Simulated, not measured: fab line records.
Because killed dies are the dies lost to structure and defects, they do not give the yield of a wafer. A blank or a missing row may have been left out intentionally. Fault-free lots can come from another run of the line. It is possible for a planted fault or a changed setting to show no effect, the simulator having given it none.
fab line records	flow n5-finfet
[record] lots = 24	wafers = 72	last-day = 19
route steps=1938 shown BEOL_M3@954 BEOL_M4@1023
lots that met no fault: taken from a fault-free run of the same line
start-h: hours from the record's opening day to when the first of the lot's shown wafers began	wait-h: hours from the lot's prior step to this one	" same as the row above	L1.1+2: a single row standing in for several wafers	- no value, or no start given	* or withheld: withheld	< > ~ a bound
route shown NAME@n: a module of which the file shows steps, and the number in the route of the first	usual: average and standard deviation across the fault-free wafers	same: alike in all rows	chamber/n: place in a boat	sites: the reading at each site	_std_site: the values' standard deviation	_edge_site: mean of outer sites minus mean of inner sites	radius-mm: for every site, how far away it sits from the centre of the wafer	mask NAME#n: copy n	behind: the tool/chamber that last shaped the wafer	hold: why the lot went on hold/how many hours it stayed there/how the hold came to an end	device: names the non-switching transistor (n, p or np)	end of line: tests run on the same wafers once the route is complete	where a step has no rows: the recipe by itself	killed: not the wafer's yield, but the dies lost to structure and defects at the first sort	map: shows each die of a wafer: x if killed, . if not, _ if none is there
set.NAME: the run value of the setting; set.NAME@STEP: its run value at that earlier step	model.NAME: the simulator's own value behind a step, which no gauge read
steps of the route over a sample of lots; a table a step, a row a wafer
services: from which hour (start-h, from the record's first day; less than 0 if before it) a tool's chamber was out of use, for how many hours, and why
[[steps]]
[step N5_BEOL_M3_HM_OPEN_17]
[recipe] chemistry = Cl2/BCl3	target-depth-a = 200	overetch-a = 60	target = TiN	mask-material = SOC	ion-energy-ev = 150	pressure-mtorr = 10	icp-w = 1000	bias-w = 126	Cl2_flow_sccm = 53.25	bcl3-flow-sccm = 21.75	Ar_flow_sccm = 25
[usual] drypump-motor-current-A = 5.7/0.5	oes-product-au = 0.63/0.078	throttle-valve-pct = 22.13/0.23
lot.wafer	tool	chamber	start-h	wait-h	drypump-motor-current-A	oes-product-au	rf-hours-counter-h	throttle-valve-pct
L074.1	rie-metal-02	0	166.59	0.0	5.7	0.74	13	21.81
L074.3	"	0	"	"	5.7	0.76	-	21.83
L074.5	"	1	"	"	5.9	0.57	-	22.28
L075.1	rie-metal-01	0	176.54	0.0	6.7	0.66	43	22.44
L075.4	"	0	"	"	6.7	0.66	-	22.45
L075.6	"	1	"	"	5.1	0.53	-	22.23
L076.2	rie-metal-03	1	178.05	0.0	5.1	0.66	44	21.96
L076.3	"	1	"	"	5.1	0.66	-	21.96
L076.6	"	0	"	"	5.3	0.54	-	22.33
L077.2	rie-metal-02	0	178.46	0.0	5.7	0.75	14	21.81
L077.3	"	0	"	"	5.7	0.75	-	21.80
L077.4	"	1	"	"	5.9	0.58	-	22.26
L078.1	rie-metal-01	1	182.29	0.0	5.1	0.53	109	22.25
L078.3	"	1	"	"	5.1	0.54	-	22.21
L078.6	"	0	"	"	6.7	0.66	-	22.45
L080.1	rie-metal-03	0	186.84	0.0	5.3	0.55	125	22.30
L080.3	"	1	"	"	5.1	0.65	-	21.96
L080.4	"	0	"	"	5.3	0.54	-	22.33
L079.2	rie-metal-01	1	187.23	0.0	5.1	0.53	109	22.24
L079.3	"	0	"	"	6.7	0.67	-	22.45
L079.5	"	0	"	"	6.7	0.65	-	22.46
L081.1	rie-metal-02	1	193.19	0.1	5.9	0.57	101	22.27
L081.4	"	0	"	"	5.7	0.74	-	21.82
L081.6	"	0	"	"	5.7	0.75	-	21.80
L082.1	rie-metal-03	1	200.61	0.0	5.1	0.66	47	21.97
L082.3	"	0	"	"	5.3	0.54	-	22.32
L082.6	"	0	"	"	5.3	0.53	-	22.34
L083.1	rie-metal-03	0	222.18	0.0	5.3	0.53	130	22.34
L083.2	"	1	"	"	5.1	0.65	50	21.97
L083.3	"	1	"	"	5.1	0.65	-	21.95
L084.3	rie-metal-02	0	229.07	0.1	5.7	0.73	-	21.82
L084.4	"	1	"	"	5.9	0.55	-	22.29
L084.6	"	0	"	"	5.7	0.73	-	21.81
L087.1	rie-metal-02	1	240.95	0.0	5.9	0.55	106	22.31
L087.4	"	1	"	"	5.9	0.55	-	22.30
L087.5	"	0	"	"	5.7	0.73	-	21.82
L086.1	rie-metal-02	1	241.04	0.1	5.9	0.56	106	22.28
L086.4	"	0	"	"	5.7	0.72	-	21.83
L086.5	"	0	"	"	5.7	0.72	-	21.83
L085.3	rie-metal-03	1	241.23	0.1	5.1	0.64	-	21.98
L085.5	"	1	"	"	5.1	0.63	-	21.99
L085.6	"	1	"	"	5.1	0.64	-	21.98
L089.2	rie-metal-02	1	253.68	0.0	5.9	0.56	107	22.29
L089.3	"	0	"	"	5.7	0.71	-	21.84
L089.5	"	1	"	"	5.9	0.56	-	22.28
L088.3	rie-metal-02	0	257.76	0.1	5.7	0.71	-	21.85
L088.5	"	1	"	"	5.9	0.56	-	22.29
L088.6	"	0	"	"	5.7	0.71	-	21.83
L090.1	rie-metal-01	1	264.09	0.0	5.1	0.53	114	22.25
L090.3	"	0	"	"	6.7	0.64	-	22.44
L090.6	"	1	"	"	5.1	0.53	-	22.25
L091.1	rie-metal-02	0	264.67	0.0	5.6	0.71	22	21.84
L091.4	"	0	"	"	5.7	0.71	-	21.85
L091.6	"	0	"	"	5.7	0.71	-	21.84
L092.2	rie-metal-02	1	268.94	0.1	5.9	0.56	109	22.28
L092.3	"	0	"	"	5.6	0.73	-	21.81
L092.6	"	1	"	"	5.9	0.56	-	22.27
L093.1	rie-metal-02	0	271.53	0.0	5.6	0.70	23	21.86
L093.3	"	0	"	"	5.6	0.71	-	21.83
L093.5	"	1	"	"	5.9	0.55	-	22.33
L094.3	rie-metal-02	1	279.27	0.1	5.9	0.55	-	22.29
L094.5	"	0	"	"	5.6	0.72	-	21.81
L094.6	"	1	"	"	5.9	0.55	-	22.31
L095.2	rie-metal-03	1	281.91	0.0	5.1	0.63	59	21.99
L095.4	"	1	"	"	5.1	0.63	-	21.99
L095.5	"	1	"	"	5.1	0.63	-	22.00
L096.3	rie-metal-01	0	294.78	0.1	6.8	0.64	-	22.49
L096.4	"	0	"	"	6.8	0.63	-	22.48
L096.5	"	0	"	"	6.7	0.63	-	22.46
L097.1	rie-metal-02	0	303.03	0.0	5.7	0.70	25	21.84
L097.3	"	0	"	"	5.7	0.71	-	21.83
L097.4	"	1	"	"	5.9	0.55	-	22.30
[step N5_BEOL_M3_STRIP_36]
[recipe] chemistry = N2/H2	power-w = 450	temp-c = 40	pressure-mtorr = 20	rf-frequency-hz = 6e+07	overash-fraction = 0.3	bias-power-w = 7	h2-frac = 0.5	n2-flow-sccm = 200	h2-flow-sccm = 200
[usual] drypump-motor-current-A = 5.9/0.37	oes-product-au = 0.79/0.096	rf-vpp-V = 59.2/1.6	showerhead-plenum-p-Torr = 2.58/0.076	throttle-valve-pct = 23.67/0.27
lot.wafer	tool	chamber	start-h	wait-h	drypump-motor-current-A	oes-product-au	rf-hours-counter-h	rf-vpp-V	showerhead-plenum-p-Torr	throttle-valve-pct
L074.1	rie-diel-02	3	168.14	0.0	6.3	0.92	21	56.7	2.70	23.72
L074.3	"	1	"	"	5.7	0.96	5	56.8	2.60	23.49
L074.5	"	0	"	"	5.4	0.76	-	58.4	2.64	24.02
L075.1	rie-diel-01	1	181.39	0.0	5.8	0.69	250	60.2	2.62	24.21
L075.4	"	1	"	"	5.8	0.70	-	60.8	2.62	24.23
L075.6	"	3	"	"	5.8	0.85	-	59.6	2.57	23.45
L076.2	rie-diel-01	0	186.43	0.0	6.3	0.85	53	62.2	2.60	23.93
L076.3	"	3	"	"	5.9	0.85	57	61.5	2.57	23.44
L076.6	"	3	"	"	5.9	0.86	-	61.2	2.57	23.47
L077.2	rie-diel-05	2	193.68	0.0	5.0	0.72	176	58.2	2.41	23.34
L077.3	"	1	"	"	6.0	0.75	138	58.2	2.53	23.43
L077.4	"	0	"	"	6.1	0.68	219	56.1	2.61	23.83
L078.1	rie-diel-05	1	203.39	0.0	6.0	0.75	140	59.1	2.53	23.42
L078.3	"	0	"	"	6.1	0.68	220	59.1	2.61	23.84
L078.6	"	0	"	"	6.1	0.69	-	62.0	2.61	23.85
L080.1	rie-diel-01	3	203.54	0.0	5.8	0.84	66	61.1	2.56	23.45
L080.3	"	0	"	"	6.3	0.84	62	60.9	2.60	23.92
L080.4	"	0	"	"	6.3	0.85	-	57.9	2.59	23.91
L081.1	rie-diel-02	0	207.50	0.0	5.5	0.75	172	59.1	2.63	24.04
L081.4	"	2	"	"	6.2	0.69	-	59.3	2.52	23.61
L081.6	"	0	"	"	5.5	0.76	-	57.1	2.63	24.06
L079.2	rie-diel-01	0	207.54	0.0	6.3	0.84	64	58.9	2.59	23.95
L079.3	"	0	"	"	6.4	0.83	-	60.9	2.59	23.94
L079.5	"	2	"	"	5.9	0.99	-	59.9	2.69	23.14
L082.1	rie-diel-05	3	221.17	0.0	5.8	0.67	246	62.5	2.59	23.70
L082.3	"	2	"	"	5.0	0.72	183	59.9	2.41	23.37
L082.6	"	0	"	"	6.1	0.68	-	59.5	2.61	23.86
L083.1	rie-diel-05	0	227.13	0.0	6.1	0.68	226	61.0	2.61	23.86
L083.2	"	3	"	"	5.7	0.68	247	58.0	2.59	23.70
L083.3	"	1	"	"	6.0	0.75	147	58.1	2.53	23.47
L084.3	rie-diel-01	0	230.90	0.0	6.3	0.82	72	59.1	2.59	23.94
L084.4	"	3	"	"	5.8	0.84	73	60.3	2.56	23.48
L084.6	"	0	"	"	6.3	0.83	-	59.6	2.59	23.96
L087.1	rie-diel-02	3	247.92	0.0	6.3	0.88	48	58.6	2.69	23.76
L087.4	"	1	"	"	5.7	0.89	24	62.2	2.59	23.52
L087.5	"	3	"	"	6.3	0.86	-	59.8	2.69	23.76
L086.1	rie-diel-02	3	251.43	0.0	6.2	0.87	49	63.4	2.69	23.76
L086.4	"	1	"	"	5.7	0.89	25	58.6	2.59	23.51
L086.5	"	1	"	"	5.7	0.91	-	59.5	2.59	23.50
L085.3	rie-diel-05	1	251.47	0.0	6.1	0.75	156	60.2	2.52	23.47
L085.5	"	0	"	"	6.1	0.69	-	60.2	2.61	23.87
L085.6	"	2	"	"	5.0	0.73	-	57.6	2.40	23.34
L089.2	rie-diel-02	1	259.98	0.0	5.7	0.89	28	59.2	2.59	23.51
L089.3	"	3	"	"	6.3	0.87	52	60.2	2.69	23.78
L089.5	"	1	"	"	5.7	0.89	-	63.7	2.59	23.50
L088.3	rie-diel-02	3	263.33	0.0	6.2	0.88	53	59.6	2.69	23.77
L088.5	"	3	"	"	6.3	0.86	-	59.7	2.69	23.77
L088.6	"	0	"	"	5.4	0.73	-	58.4	2.63	24.05
L091.1	rie-diel-02	3	274.49	0.0	6.2	0.86	56	59.9	2.69	23.78
L091.4	"	2	"	"	6.2	0.66	240	58.5	2.51	23.64
L091.6	"	0	"	"	5.5	0.74	-	59.3	2.62	24.12
L090.1	rie-diel-05	2	275.52	0.0	5.1	0.73	204	56.4	2.40	23.36
L090.3	"	1	"	"	6.0	0.72	166	58.6	2.52	23.48
L090.6	"	1	"	"	6.0	0.73	-	58.8	2.52	23.47
L092.2	rie-diel-05	3	283.81	0.0	5.8	0.94	7	58.2	2.59	23.42
L092.3	"	0	"	"	6.1	0.68	244	59.7	2.60	23.85
L092.6	"	3	"	"	5.8	0.95	-	56.8	2.59	23.41
L093.1	rie-diel-02	2	286.95	0.0	6.2	0.66	244	59.0	2.51	23.63
L093.3	"	1	"	"	5.7	0.87	35	58.0	2.58	23.50
L093.5	"	3	"	"	6.3	0.85	-	60.3	2.68	23.81
L094.3	rie-diel-01	0	287.28	0.0	6.3	0.80	90	58.5	2.58	23.96
L094.5	"	0	"	"	6.4	0.81	-	59.6	2.58	23.98
L094.6	"	3	"	"	5.8	0.83	-	58.8	2.55	23.50
L095.2	rie-diel-05	3	292.87	0.0	5.8	0.93	9	61.1	2.58	23.41
L095.4	"	1	"	"	6.1	0.72	171	59.0	2.52	23.50
L095.5	"	2	"	"	5.0	0.72	-	57.8	2.39	23.40
L096.3	rie-diel-01	3	298.44	0.0	5.8	0.82	93	58.7	2.55	23.50
L096.4	"	1	"	"	5.8	0.89	26	57.7	2.61	23.75
L096.5	"	3	"	"	5.8	0.83	-	59.3	2.55	23.51
L097.1	rie-diel-02	0	304.63	0.0	5.4	0.72	199	57.7	2.62	24.09
L097.3	"	2	"	"	6.2	0.66	248	55.5	2.51	23.66
L097.4	"	1	"	"	5.7	0.85	40	55.9	2.58	23.51
[step N5_BEOL_M3_ANNEAL_49]
[recipe] temp-c = 400	time-s = 240	ambient = vacuum
[usual] heater-power-w = 845/55
lot.wafer	tool	chamber	start-h	wait-h	heater-power-w
L074.1	pvd-sputter-01	-	170.14	0.0	804
L074.3	"	-	"	"	862
L074.5	"	-	"	"	862
L075.1	pvd-sputter-03	-	183.88	0.0	811
L075.4	"	-	"	"	942
L075.6	"	-	"	"	798
L076.2	pvd-sputter-03	-	190.16	0.0	933
L076.3	"	-	"	"	788
L076.6	"	-	"	"	913
L077.2	pvd-sputter-02	-	195.70	0.0	931
L077.3	"	-	"	"	802
L077.4	"	-	"	"	778
L078.1	pvd-sputter-01	-	205.08	0.0	793
L078.3	"	-	"	"	845
L078.6	"	-	"	"	832
L080.1	pvd-sputter-02	-	206.49	0.0	929
L080.3	"	-	"	"	764
L080.4	"	-	"	"	831
L081.1	pvd-sputter-02	-	209.21	0.0	828
L081.4	"	-	"	"	833
L081.6	"	-	"	"	925
L079.2	pvd-sputter-02	-	211.63	0.0	760
L079.3	"	-	"	"	950
L079.5	"	-	"	"	759
L082.1	pvd-sputter-02	-	223.12	0.0	781
L082.3	"	-	"	"	934
L082.6	"	-	"	"	946
L083.1	pvd-sputter-01	-	228.90	0.0	863
L083.2	"	-	"	"	797
L083.3	"	-	"	"	857
L084.3	pvd-sputter-01	-	232.02	0.0	817
L084.4	"	-	"	"	801
L084.6	"	-	"	"	858
L087.1	pvd-sputter-03	-	249.82	0.0	922
L087.4	"	-	"	"	914
L087.5	"	-	"	"	936
L086.1	pvd-sputter-03	-	252.94	0.0	814
L086.4	"	-	"	"	795
L086.5	"	-	"	"	802
L085.3	pvd-sputter-03	-	254.78	0.0	797
L085.5	"	-	"	"	901
L085.6	"	-	"	"	781
L089.2	pvd-sputter-03	-	261.66	0.0	787
L089.3	"	-	"	"	917
L089.5	"	-	"	"	794
L088.3	pvd-sputter-02	-	264.80	0.0	777
L088.5	"	-	"	"	927
L088.6	"	-	"	"	770
L091.1	pvd-sputter-01	-	276.28	0.0	806
L091.4	"	-	"	"	842
L091.6	"	-	"	"	857
L090.1	pvd-sputter-03	-	277.36	0.0	808
L090.3	"	-	"	"	801
L090.6	"	-	"	"	916
L092.2	pvd-sputter-01	-	285.48	0.0	866
L092.3	"	-	"	"	833
L092.6	"	-	"	"	842
L093.1	pvd-sputter-03	-	288.46	0.0	929
L093.3	"	-	"	"	789
L093.5	"	-	"	"	815
L094.3	pvd-sputter-02	-	290.11	0.0	842
L094.5	"	-	"	"	820
L094.6	"	-	"	"	840
L095.2	pvd-sputter-01	-	294.18	0.0	836
L095.4	"	-	"	"	816
L095.5	"	-	"	"	804
L096.3	pvd-sputter-01	-	300.06	0.0	818
L096.4	"	-	"	"	834
L096.5	"	-	"	"	864
L097.1	pvd-sputter-02	-	307.00	0.0	925
L097.3	"	-	"	"	842
L097.4	"	-	"	"	833
[step N5_BEOL_M3_SPUTTER_92]
[recipe] material = Cu	target-thk-a = 45	temp-c = -20	chamber-pressure-pa = 0.07	power-w = withheld	time-s = 8.29
[usual] chuck-sensor-temp-C = -15.8/0.4	throttle-valve-pct = 30.0/1.2
lot.wafer	tool	chamber	start-h	wait-h	chuck-sensor-temp-C	throttle-valve-pct
L074.1	pvd-sputter-01	-	171.38	0.1	-15.7	30.5
L074.3	"	-	"	"	-16.5	32.1
L074.5	"	-	"	"	-16.1	31.7
L075.1	pvd-sputter-03	-	185.12	0.1	-15.8	30.0
L075.4	"	-	"	"	-15.8	27.9
L075.6	"	-	"	"	-15.8	30.4
L076.2	pvd-sputter-03	-	191.40	0.1	-15.7	28.3
L076.3	"	-	"	"	-15.9	30.5
L076.6	"	-	"	"	-15.9	28.2
L077.2	pvd-sputter-02	-	196.94	0.1	-16.0	30.4
L077.3	"	-	"	"	-14.8	28.5
L077.4	"	-	"	"	-15.8	29.6
L078.1	pvd-sputter-01	-	206.32	0.1	-15.7	30.5
L078.3	"	-	"	"	-16.5	31.7
L078.6	"	-	"	"	-16.5	31.4
L080.1	pvd-sputter-02	-	207.73	0.1	-16.0	30.4
L080.3	"	-	"	"	-16.1	29.5
L080.4	"	-	"	"	-15.7	28.8
L081.1	pvd-sputter-02	-	210.45	0.1	-14.8	28.2
L081.4	"	-	"	"	-15.7	28.6
L081.6	"	-	"	"	-15.8	30.6
L079.2	pvd-sputter-02	-	212.87	0.1	-15.7	29.6
L079.3	"	-	"	"	-16.0	30.5
L079.5	"	-	"	"	-15.8	29.6
L082.1	pvd-sputter-02	-	224.36	0.1	-15.8	29.5
L082.3	"	-	"	"	-16.0	30.2
L082.6	"	-	"	"	-15.7	30.3
L083.1	pvd-sputter-01	-	230.14	0.1	-16.1	31.6
L083.2	"	-	"	"	-15.8	31.5
L083.3	"	-	"	"	-16.5	31.5
L084.3	pvd-sputter-01	-	233.26	0.1	-15.8	31.3
L084.4	"	-	"	"	-15.6	30.3
L084.6	"	-	"	"	-16.4	31.3
L087.1	pvd-sputter-03	-	251.06	0.1	-15.9	30.3
L087.4	"	-	"	"	-15.9	28.5
L087.5	"	-	"	"	-15.9	28.0
L086.1	pvd-sputter-03	-	254.18	0.1	-15.8	30.3
L086.4	"	-	"	"	-16.3	29.4
L086.5	"	-	"	"	-16.4	29.4
L085.3	pvd-sputter-03	-	256.02	0.1	-16.5	29.3
L085.5	"	-	"	"	-15.9	28.3
L085.6	"	-	"	"	-16.5	29.4
L089.2	pvd-sputter-03	-	262.90	0.1	-16.5	29.6
L089.3	"	-	"	"	-15.9	30.0
L089.5	"	-	"	"	-15.7	30.5
L088.3	pvd-sputter-02	-	266.04	0.1	-15.7	29.6
L088.5	"	-	"	"	-15.8	30.2
L088.6	"	-	"	"	-15.7	29.6
L091.1	pvd-sputter-01	-	277.52	0.1	-15.8	30.4
L091.4	"	-	"	"	-16.1	31.3
L091.6	"	-	"	"	-16.5	32.0
L090.1	pvd-sputter-03	-	278.60	0.1	-16.4	29.6
L090.3	"	-	"	"	-15.7	30.3
L090.6	"	-	"	"	-15.8	28.1
L092.2	pvd-sputter-01	-	286.72	0.1	-16.5	31.4
L092.3	"	-	"	"	-16.0	31.5
L092.6	"	-	"	"	-16.2	31.4
L094.3	pvd-sputter-02	-	291.35	0.1	-15.6	28.8
L094.5	"	-	"	"	-14.7	28.6
L094.6	"	-	"	"	-15.6	28.7
L093.1	pvd-sputter-03	-	294.61	5.0	-15.8	30.3
L093.3	"	-	"	"	-16.4	29.4
L093.5	"	-	"	"	-15.7	30.1
L095.2	pvd-sputter-01	-	295.42	0.1	-16.0	31.6
L095.4	"	-	"	"	-15.6	30.7
L095.5	"	-	"	"	-15.8	30.5
L096.3	pvd-sputter-01	-	301.30	0.1	-15.8	31.2
L096.4	"	-	"	"	-16.1	31.5
L096.5	"	-	"	"	-16.1	31.4
L097.1	pvd-sputter-02	-	308.24	0.1	-15.9	30.4
L097.3	"	-	"	"	-14.8	28.3
L097.4	"	-	"	"	-15.7	29.2
[step N5_BEOL_M3_CO_CAP_55]
[recipe] material = Co	target-thk-a = 20	temp-c = 200	precursor = CCTBA/H2	pressure-torr = 30	time-s = 102.1
[usual] chamber-pressure-Torr = 29.99/0.063	heater-power-w = 252/24
lot.wafer	tool	chamber	start-h	wait-h	chamber-pressure-Torr	heater-power-w	since-wet-clean-h
L074.1	cvd-co-01	1	172.83	0.0	30.00	285	1152
L074.3	"	2	"	"	30.05	224	255
L074.5	"	0	"	"	30.00	272	-
L075.1	cvd-co-01	1	186.43	0.0	30.00	278	1165
L075.4	"	2	"	"	30.04	228	-
L075.6	"	0	"	"	29.86	272	-
L076.2	cvd-co-01	0	192.71	0.0	29.94	268	734
L076.3	"	1	"	"	29.97	287	1171
L076.6	"	0	"	"	29.93	271	-
L077.2	cvd-co-01	2	198.24	0.0	29.89	228	280
L077.3	"	1	"	"	29.97	284	1177
L077.4	"	1	"	"	30.01	283	-
L078.1	cvd-co-02	1	208.01	0.0	29.92	224	71
L078.3	"	0	"	"	29.86	256	968
L078.6	"	0	"	"	29.92	250	-
L080.1	cvd-co-01	1	209.36	0.0	29.97	279	1188
L080.3	"	0	"	"	30.07	274	751
L080.4	"	2	"	"	30.06	224	-
L081.1	cvd-co-01	1	212.02	0.0	30.05	284	1191
L081.4	"	0	"	"	29.97	271	-
L081.6	"	2	"	"	30.03	231	-
L079.2	cvd-co-01	2	214.44	0.0	30.01	230	296
L079.3	"	1	"	"	30.05	283	1193
L079.5	"	1	"	"	29.92	288	-
L082.1	cvd-co-02	2	225.72	0.0	30.08	224	526
L082.3	"	1	"	"	29.88	229	89
L082.6	"	1	"	"	29.88	227	-
L083.1	cvd-co-02	1	231.44	0.0	30.10	223	95
L083.2	"	0	"	"	29.95	255	991
L083.3	"	2	"	"	30.03	228	532
L084.3	cvd-co-01	1	234.57	0.0	29.97	288	1213
L084.4	"	1	"	"	30.13	283	-
L084.6	"	2	"	"	30.07	233	-
L087.1	cvd-co-01	2	252.37	0.0	30.01	229	334
L087.4	"	2	"	"	29.94	227	-
L087.5	"	1	"	"	30.06	285	-
L086.1	cvd-co-01	2	255.49	0.0	29.94	230	337
L086.4	"	0	"	"	29.87	273	-
L086.5	"	1	"	"	29.89	280	-
L085.3	cvd-co-01	1	257.52	0.0	29.92	286	1236
L085.5	"	2	"	"	29.92	235	-
L085.6	"	1	"	"	30.09	286	-
L089.2	cvd-co-01	0	264.45	0.0	29.96	266	806
L089.3	"	2	"	"	29.94	227	346
L089.5	"	1	"	"	29.99	284	-
L088.3	cvd-co-02	2	267.35	0.0	30.07	227	568
L088.5	"	1	"	"	29.98	225	-
L088.6	"	2	"	"	30.05	231	-
L091.1	cvd-co-01	1	278.82	0.0	30.04	283	1258
L091.4	"	0	"	"	29.92	272	-
L091.6	"	2	"	"	29.99	226	-
L090.1	cvd-co-01	0	279.90	0.0	29.93	272	821
L090.3	"	1	"	"	30.10	284	1259
L090.6	"	1	"	"	30.03	283	-
L092.2	cvd-co-02	2	288.03	0.0	29.98	227	589
L092.3	"	0	"	"	29.99	257	1048
L092.6	"	1	"	"	29.99	220	-
L094.3	cvd-co-02	1	292.66	0.0	29.97	228	156
L094.5	"	2	"	"	29.96	228	-
L094.6	"	0	"	"	29.98	247	-
L093.1	cvd-co-01	0	296.18	0.0	30.07	270	838
L093.3	"	1	"	"	30.01	277	1275
L093.5	"	1	"	"	30.06	278	-
L095.2	cvd-co-01	2	297.26	0.0	30.08	229	379
L095.4	"	2	"	"	30.03	226	-
L095.5	"	0	"	"	29.96	273	-
L096.3	cvd-co-02	0	302.69	0.0	29.94	253	1063
L096.4	"	1	"	"	30.05	229	-
L096.5	"	0	"	"	29.89	250	-
L097.1	cvd-co-02	0	309.54	0.0	29.89	257	1070
L097.3	"	2	"	"	30.08	232	610
L097.4	"	0	"	"	29.93	251	-
[step N5_BEOL_M4_PECVD_72]
[recipe] material = SiO2	target-thk-a = 160	temp-c = 400	precursor = TEOS/O2	pressure-torr = 5.5	rf-w = 450	teos-flow-sccm = 53.8	gas = O2	flow-sccm = 3000	time-s = 18
[usual] chamber-pressure-Torr = 5.502/0.012	heater-power-w = 779/150	showerhead-plenum-p-Torr = 8.82/0.063	throttle-valve-pct = 22.3/1.8
lot.wafer	tool	chamber	start-h	wait-h	chamber-pressure-Torr	heater-power-w	showerhead-plenum-p-Torr	since-wet-clean-h	throttle-valve-pct
L074.1	pecvd-03	1	173.18	0.0	5.513	834	8.90	1965	23.5
L074.3	"	0	"	"	5.497	732	8.73	1240	27.1
L074.5	"	2	"	"	5.521	912	8.86	-	20.5
L075.1	pecvd-04	1	186.78	0.0	5.506	656	8.72	1797	24.3
L075.4	"	2	"	"	5.502	688	8.85	-	20.9
L075.6	"	2	"	"	5.489	720	8.86	-	21.0
L076.2	pecvd-04	2	193.09	0.0	5.498	622	8.83	324	21.0
L076.3	"	0	"	"	5.488	680	8.78	434	20.9
L076.6	"	1	"	"	5.488	615	8.71	-	23.9
L077.2	pecvd-04	1	198.62	0.0	5.498	624	8.69	1809	24.0
L077.3	"	0	"	"	5.501	792	8.78	439	21.1
L077.4	"	1	"	"	5.481	614	8.73	-	24.0
L078.1	pecvd-01	1	208.39	0.0	5.469	636	8.87	1637	22.6
L078.3	"	2	"	"	5.512	1039	8.77	-	21.1
L078.6	"	1	"	"	5.490	634	8.87	-	22.5
L080.1	pecvd-01	2	209.73	0.0	5.483	1044	8.76	160	21.2
L080.3	"	2	"	"	5.499	1055	8.76	-	21.1
L080.4	"	1	"	"	5.505	586	8.87	-	22.5
L081.1	pecvd-03	0	212.41	0.0	5.486	834	8.77	1279	27.2
L081.4	"	1	"	"	5.509	729	8.90	-	23.5
L081.6	"	2	"	"	5.510	785	8.89	-	20.3
L079.2	pecvd-01	1	214.84	0.0	5.506	657	8.85	1644	22.8
L079.3	"	1	"	"	5.503	647	8.88	-	22.5
L079.5	"	1	"	"	5.496	661	8.87	-	22.5
L082.1	pecvd-01	1	226.12	0.0	5.501	640	8.89	1655	22.8
L082.3	"	1	"	"	5.511	666	8.85	-	22.7
L082.6	"	2	"	"	5.506	1006	8.78	-	21.1
L083.1	pecvd-04	2	231.82	0.0	5.503	655	8.86	363	21.2
L083.2	"	0	"	"	5.504	665	8.78	473	21.0
L083.3	"	0	"	"	5.507	660	8.80	-	21.2
L084.3	pecvd-01	1	234.95	0.0	5.512	529	8.85	1664	22.5
L084.4	"	2	"	"	5.486	934	8.79	-	21.3
L084.6	"	1	"	"	5.487	529	8.86	-	22.6
L087.1	pecvd-01	2	252.72	0.0	5.488	1027	8.75	203	21.3
L087.4	"	0	"	"	5.505	819	8.89	-	21.3
L087.5	"	2	"	"	5.502	1023	8.77	-	21.4
L086.1	pecvd-01	0	255.84	0.0	5.511	747	8.89	960	21.4
L086.4	"	2	"	"	5.488	863	8.76	-	21.2
L086.5	"	1	"	"	5.491	608	8.89	-	22.5
L085.3	pecvd-01	0	257.88	0.0	5.488	776	8.90	962	21.3
L085.5	"	2	"	"	5.473	988	8.76	-	21.2
L085.6	"	0	"	"	5.503	768	8.90	-	21.3
L089.2	pecvd-01	1	264.82	0.0	5.510	570	8.87	1694	22.5
L089.3	"	2	"	"	5.471	997	8.75	215	21.0
L089.5	"	0	"	"	5.511	800	8.92	-	21.5
L088.3	pecvd-03	2	267.71	0.1	5.504	895	8.89	-	19.9
L088.5	"	2	"	"	5.499	893	8.90	-	20.2
L088.6	"	0	"	"	5.511	866	8.75	-	27.3
L091.1	pecvd-03	0	279.18	0.0	5.507	744	8.73	1346	26.9
L091.4	"	2	"	"	5.493	855	8.89	-	20.4
L091.6	"	0	"	"	5.513	742	8.74	-	27.1
L090.1	pecvd-03	0	280.25	0.0	5.496	853	8.74	1347	27.2
L090.3	"	2	"	"	5.515	934	8.89	593	20.1
L090.6	"	2	"	"	5.506	919	8.90	-	20.4
L092.2	pecvd-01	1	288.39	0.0	5.503	591	8.87	1717	22.3
L092.3	"	2	"	"	5.490	1040	8.78	238	21.2
L092.6	"	0	"	"	5.536	800	8.89	-	21.5
L094.3	pecvd-03	1	293.01	0.0	5.504	794	8.91	2084	23.6
L094.5	"	0	"	"	5.503	820	8.74	-	27.0
L094.6	"	2	"	"	5.505	941	8.88	-	20.4
L093.1	pecvd-04	1	296.53	0.0	5.498	557	8.71	1907	23.8
L093.3	"	2	"	"	5.500	682	8.85	428	21.3
L093.5	"	1	"	"	5.482	555	8.73	-	23.9
L095.2	pecvd-01	1	297.61	0.0	5.525	596	8.87	1726	22.7
L095.4	"	0	"	"	5.497	758	8.91	-	21.3
L095.5	"	2	"	"	5.531	934	8.78	-	21.1
L096.3	pecvd-01	0	303.04	0.0	5.496	726	8.88	1007	21.3
L096.4	"	2	"	"	5.509	1056	8.77	-	21.4
L096.5	"	1	"	"	5.496	655	8.89	-	22.4
L097.1	pecvd-01	1	309.89	0.0	5.510	558	8.85	1739	22.6
L097.3	"	0	"	"	5.506	818	8.90	1014	21.2
L097.4	"	2	"	"	5.513	906	8.75	-	21.4
[[services]]
tool	chamber	start-h	hours	kind
pecvd-01	-	142.64	2.8	pm
pvd-sputter-03	-	144.16	23.3	repair
rie-diel-01	3	144.44	4.0	repair
cvd-co-02	0	151.94	5.1	repair
pecvd-01	0	152.59	28.6	repair
rie-diel-02	2	177.07	8.7	repair
rie-metal-02	-	181.30	1.0	repair
pvd-sputter-02	-	183.42	2.3	repair
pecvd-04	0	185.76	4.8	repair
pecvd-01	-	188.11	1.8	repair
rie-diel-02	1	203.82	16.6	repair
rie-diel-01	3	205.00	4.9	repair
rie-metal-03	0	205.63	1.3	repair
pecvd-01	0	206.51	20.5	repair
pecvd-04	-	224.36	1.5	repair
pecvd-03	0	225.67	2.2	repair
rie-diel-05	0	227.75	9.5	repair
rie-metal-01	-	230.37	28.1	pm
rie-diel-01	3	252.29	4.1	repair
rie-diel-02	-	263.90	1.7	repair
rie-metal-03	-	264.87	4.7	repair
pecvd-04	-	305.66	14.0	repair
rie-metal-03	1	308.86	17.4	repair
rie-diel-01	0	309.55	5.6	repair
[[key]]
fault none
